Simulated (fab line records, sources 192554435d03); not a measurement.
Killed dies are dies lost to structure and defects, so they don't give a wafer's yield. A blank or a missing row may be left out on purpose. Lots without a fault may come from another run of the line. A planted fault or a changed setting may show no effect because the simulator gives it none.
Split-lot experiment | flow n5_finfet | 7 lots, 21 wafers read, on a route of 1938 steps

THE SPLIT
At N5_BEOL_M15_ETCH_61 (etches BARC in N2/H2, target depth 89 nm, overetch 26.7 nm, time 67.9 s), the setting time_s was moved away from the recipe's 67.9 s on 8 of the 21 wafers read, by -12.5% to +21.8%. The other wafers ran this setting at the recipe's value.

The reading is taken at the split's own step.

THE READING
coat_of_BEOL_M15_COAT_22.thk_nm (the simulator's own value, which no gauge read), in nm, at N5_BEOL_M15_ETCH_61 (etches BARC in N2/H2, target depth 89 nm, overetch 26.7 nm, time 67.9 s). The file gives no usual value for it. The 13 wafers here that ran the recipe average 718.4 nm, standard deviation 2.4 nm.

wafer  | tool, chamber at the split | time_s as run, s | against the recipe | coat_of_BEOL_M15_COAT_22.thk_nm, nm | against lot-mates on the recipe
L074.4 | rie_diel-05, 0             | 67.9             | recipe             | 719                                 | -
L074.5 | rie_diel-05, 2             | 67.9             | recipe             | 717.8                               | -
L074.6 | rie_diel-05, 3             | 67.9             | recipe             | 721.6                               | -
L075.2 | rie_diel-03, 2             | 67.9             | recipe             | 720                                 | -
L075.4 | rie_diel-03, 0             | 82.7             | +21.8%             | 705                                 | -15.0
L075.6 | rie_diel-03, 3             | 82.7             | +21.8%             | 702.8                               | -17.2
L078.2 | rie_diel-03, 0             | 59.42            | -12.5%             | 725.4                               | +5.4
L078.3 | rie_diel-03, 1             | 67.9             | recipe             | 720                                 | -
L078.5 | rie_diel-03, 3             | 59.42            | -12.5%             | 728.2                               | +8.2
L080.4 | rie_diel-03, 2             | 67.9             | recipe             | 722.2                               | -
L080.5 | rie_diel-03, 1             | 61.39            | -9.6%              | 730.2                               | +8.0
L080.6 | rie_diel-03, 0             | 61.39            | -9.6%              | 725.6                               | +3.4
L083.2 | rie_diel-05, 1             | 81.3             | +19.7%             | 705.4                               | -10.8
L083.3 | rie_diel-05, 2             | 81.3             | +19.7%             | 706.8                               | -9.4
L083.4 | rie_diel-05, 0             | 67.9             | recipe             | 716.2                               | -
L085.2 | rie_diel-03, 0             | 67.9             | recipe             | 715                                 | -
L085.3 | rie_diel-03, 2             | 67.9             | recipe             | 714.6                               | -
L085.4 | rie_diel-03, 1             | 67.9             | recipe             | 716                                 | -
L086.3 | rie_diel-03, 0             | 67.9             | recipe             | 716.8                               | -
L086.5 | rie_diel-03, 2             | 67.9             | recipe             | 720.6                               | -
L086.6 | rie_diel-03, 3             | 67.9             | recipe             | 719.8                               | -

THE FIT
A straight line over all 21 wafers: coat_of_BEOL_M15_COAT_22.thk_nm changes by -0.686 nm for each +1% of time_s; r = -0.95; the points scatter about the line by 2.4 nm.
The same after taking each lot's own level away (the mean of its wafers on the recipe; 21 wafers): -0.617 nm for each +1%; r = -0.97; scatter 1.8 nm.
On that fit, the largest move of time_s shifts the reading by 13 nm.
The lots' own levels span 715.20 to 722.20 nm, that is 2.9 times the standard deviation above.
So the lot-to-lot level changes the slope: the two fits differ.
Check: with one of the wafers moved furthest among these (+21.8%) left out of the fit, the line predicts -13.2 nm for it against its lot-mates. It came out at -15 nm against them.

OTHER SPLITS ON THESE WAFERS
These wafers also went through other splits before the reading. Each is held against what the fit with the lots' levels taken away leaves over:
other split on the same wafers    | wafers away from the commonest value | r with coat_of_BEOL_M15_COAT_22.thk_nm (lot level and that fit taken away)
N5_BEOL_M11_COAT_22 spin_rpm      | 4                                    | -0.16
N5_BEOL_M11_TRENCH_ETCH_37 time_s | 6                                    | +0.17
N5_BEOL_M11_CURE_72 time_s        | 12                                   | +0.22
N5_BEOL_M12_CMP_49 down_force_psi | 4                                    | -0.43
N5_BEOL_M13_ETCH_68 time_s        | 9                                    | -0.17
N5_BEOL_M14_SPUTTER_43 power_w    | 7                                    | -0.17
N5_BEOL_M14_SPUTTER_44 time_s     | 10                                   | +0.11

THE FILE'S OWN FIT
coat_of_BEOL_M15_COAT_22.thk_nm changes by -0.62 nm for each +1% of time_s, r = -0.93.
